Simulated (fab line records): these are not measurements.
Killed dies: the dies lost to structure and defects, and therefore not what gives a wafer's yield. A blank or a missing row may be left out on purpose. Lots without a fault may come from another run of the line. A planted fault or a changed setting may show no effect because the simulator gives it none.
Chamber matching    flow nandHarc    3 sister chambers for NHARC_A_ONON_D1_DEP_33 on pecvd-01
The step deposits SiO2, target thk 200 nm. 3 wafers are shown with their chamber, then 7 later ones without.

== WAFERS WITH THEIR CHAMBER ==
wafer   chamber  throttleValvePct (%)
L089.4  2        15.4
L091.4  1        16.2
L091.5  0        16.6

== WAFERS MISSING THEIR CHAMBER ==
wafer   throttleValvePct (%)
L091.6  15.5
L092.3  15.1
L092.4  16.6
L092.6  15.6
L094.1  16.4
L094.2  16.3
L094.5  15.3

== EACH ONE'S CHAMBER ==
wafer   from the rows above      in truth
L091.6  2                        2
L092.3  2                        2
L092.4  0                        0
L092.6  2                        2
L094.1  can't be placed: 1 or 0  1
L094.2  can't be placed: 1 or 0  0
L094.5  2                        2
Placed correctly: 5 of 7. Unplaceable from these rows: 2, with the true chamber sitting among the candidates in 2. Wrongly placed: 0.
How it was worked out, from the rows above alone: a wafer's distance from a chamber is the root of the sum, over the readings, of the square of ((its reading less the chamber's mean) divided by the reading's scatter). If the next closest chamber is less than 2 further off than the closest, the wafer can't be placed; otherwise it belongs to the closest. The mean given for a chamber averages the wafers shown for that chamber. The scatter: with one shown wafer a chamber, the root of the mean of the squares of how far each hidden wafer lies from its nearest shown one.
